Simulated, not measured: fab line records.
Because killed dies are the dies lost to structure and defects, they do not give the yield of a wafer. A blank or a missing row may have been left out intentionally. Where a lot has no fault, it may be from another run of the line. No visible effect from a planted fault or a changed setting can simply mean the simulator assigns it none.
Code-filled problem report in 8D (eight disciplines) form    flow nand_harc    the parts of the form that need people (team, actions taken, sign-off) are left out

== 1. THE PROBLEM ==
killed_at_periphery at NHARC_END_SORT_01 reads a mean of 611.3 on 6 wafers of 2 lots; wafers without a fault read 3.5 with a standard deviation of 2.5. So: +99 or more standard deviations from the usual mean.
First observed at day 25 19:09: wafer L953.1, on prober-02. The record holds 6 wafers of 2 lots with a number at this step. The rule behind "out" and "out of limits": a value lying over 4 standard deviations away from the usual mean. Any other wafer with a number is counted as sound.

== 2. WHAT THIS IS AND IS NOT ==
question                     is                                is not
which readings at this step  killed_at_periphery, killed_dies  killed_at_array, killed_at_other, killed_open, killed_short
which lots                   L953, L954                        -
which wafers of those lots   all that have a number            -
read on which gauges         prober-01, prober-02              -
when                         from day 25 19:09                 up to then (0 sound wafers)

== 3. SUSPECTS, AND WHAT RULES EACH OUT ==
Counting: a tool at a process step up to the reading stays a suspect if it ran every lot that is out and no sound lot after the first of them.
- ruled out: the gauge at NHARC_END_SORT_01. Those wafers that are out were read across 2 gauges (prober-01, prober-02).
- hdpcvd-01 at NHARC_P_STI_HDPCVD_20 (deposits SiO2): kept. It ran every lot that is out, first L953 (day 4 22:06), and no sound lot after that.
Remaining after the count: hdpcvd-01 at NHARC_P_STI_HDPCVD_20.

== 4. THE CAUSE (what the simulator had put in) ==
Step skipped in full: hdpcvd-01, at NHARC_P_STI_HDPCVD_20, from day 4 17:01 onward. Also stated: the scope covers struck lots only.
The count eliminated every tool but this one.

== 5. THE EFFECT CHAIN, in route order ==
Each row: a reading whose mean over the struck wafers that have a number lies more than 3 standard deviations from the usual. Readings are gone through only where the record gives a usual standard deviation; hours: the median, over the lots, of the time from a lot's start at the first step in this table giving one to that lot's start at this step; sigmas: the change measured in usual standard deviations.
hours  step               reading              usual  on struck wafers  change  sigmas
0      NHARC_END_SORT_01  killed_at_periphery  3.5    611.3             +607.8  +99 or more
0      NHARC_END_SORT_01  killed_dies          62     677               +615    +41

== 6. WHAT WOULD HAVE CAUGHT IT SOONER ==
Counted from the fault's start at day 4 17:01, it took 506 hours until the first out-of-limits reading at a measuring or inspecting step in this record, taken at day 25 19:09.
By day 25 19:09, every lot that is out (2) had started NHARC_P_STI_HDPCVD_20 on hdpcvd-01. A hold on the tool at that time would have spared none of them.
